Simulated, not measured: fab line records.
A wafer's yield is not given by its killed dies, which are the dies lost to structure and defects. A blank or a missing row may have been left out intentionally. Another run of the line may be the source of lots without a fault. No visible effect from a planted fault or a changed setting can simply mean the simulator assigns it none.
Which tool is to blame?	flow n5 finfet	10 lots (30 wafers sampled), 1 step of a 1938-step route

== WHAT THE GAUGES SHOWED, per wafer ==
N5_BEOL_M4_RC_MEAS_101.
lot	measured	on	DIBL_N (mV/V)
L759	day 8 14:21	prober-02	36.5 36.7 35.4
L758	day 8 14:53	prober-01	33.7 32.8 34.0
L760	day 8 20:50	prober-02	32.2 32.3 34.1
L761	day 9 08:34	prober-01	41.3 43.3 42.2
L762	day 9 13:36	prober-01	37.9 37.7 36.2
L763	day 9 16:19	prober-02	37.2 38.1 37.9
L770	day 11 18:45	prober-01	37.0 39.0 37.1
L771	day 11 21:02	prober-02	36.6 36.9 35.4
L776	day 13 06:46	prober-02	38.5 34.8 36.3
L778	day 13 08:25	prober-01	35.1 35.8 37.7

== EACH LOT AND THE TOOL THAT RAN IT (in order: tool; ch and the chambers of the sampled wafers; start) ==
There is no process step in the record ahead of these readings.

== THE ANSWER, worked out from the rows above alone ==
Rule: the usual values come from the lots themselves. Put in order of their means at a reading, lots are off if they are a third of the lots or fewer, leave a main group of 4 or more, and stand apart from it by a gap of 3 or more times the standard deviation of the main group's means; of several such gaps the widest counts. A main group whose means are all the same, to the digits that the tables above print for the reading, isn't used. Also off: a lot with no number at a reading for which 4 or more lots have one. Any other lot the step has rows for is counted as sound.
Nothing can be told from this: no lot is off at any reading shown.

== WHAT THE SIMULATOR HAD PUT IN ==
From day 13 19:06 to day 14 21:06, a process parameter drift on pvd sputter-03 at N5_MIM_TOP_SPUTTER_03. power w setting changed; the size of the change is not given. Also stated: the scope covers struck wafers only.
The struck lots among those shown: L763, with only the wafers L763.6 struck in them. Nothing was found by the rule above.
